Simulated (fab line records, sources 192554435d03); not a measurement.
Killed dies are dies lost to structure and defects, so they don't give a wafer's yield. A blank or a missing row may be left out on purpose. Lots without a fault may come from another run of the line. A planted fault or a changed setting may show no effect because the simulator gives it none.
Chamber matching | flow n5_finfet | N5_BEOL_M10_PECVD_70 on pecvd-02: 3 sister chambers
The step deposits SiO2 from TEOS/O2, target thk 20 nm, time 22.7 s. 6 wafers are shown with their chamber, then 7 later ones without.

WAFERS WITH THEIR CHAMBER
wafer  | chamber | throttle_valve_pct (%) | showerhead_plenum_p_Torr (Torr)
L084.6 | 0       | 21.2                   | 8.68
L087.1 | 1       | 23.0                   | 8.81
L087.4 | 0       | 21.0                   | 8.67
L087.5 | 2       | 22.2                   | 8.68
L090.1 | 1       | 22.7                   | 8.82
L090.3 | 2       | 22.4                   | 8.70

WAFERS WITHOUT THEIR CHAMBER
wafer  | throttle_valve_pct (%) | showerhead_plenum_p_Torr (Torr)
L090.6 | 21.1                   | 8.67
L094.3 | 23.0                   | 8.81
L094.5 | 22.4                   | 8.66
L094.6 | 21.4                   | 8.65
L093.1 | 22.8                   | 8.81
L093.3 | 22.4                   | 8.69
L093.5 | 22.3                   | 8.68

WHICH CHAMBER EACH WENT THROUGH
wafer  | from the rows above | in truth
L090.6 | 0                   | 0
L094.3 | 1                   | 1
L094.5 | 2                   | 2
L094.6 | 0                   | 0
L093.1 | 1                   | 1
L093.3 | 2                   | 2
L093.5 | 2                   | 2
Placed correctly: 7 of 7. Can't be placed from these rows: 0. Placed wrongly: 0.
How it was worked out, from the rows above alone: a wafer's distance from a chamber is the root of the sum, over the readings, of the square of ((its reading less the chamber's mean) divided by the reading's scatter). The wafer belongs to the nearest chamber; if the next one is less than 2 further off, it can't be placed. A chamber's mean is the mean of its shown wafers. The scatter: the root of (the sum of the squares of (reading less its chamber's mean) over the shown wafers, divided by (wafers less chambers)).
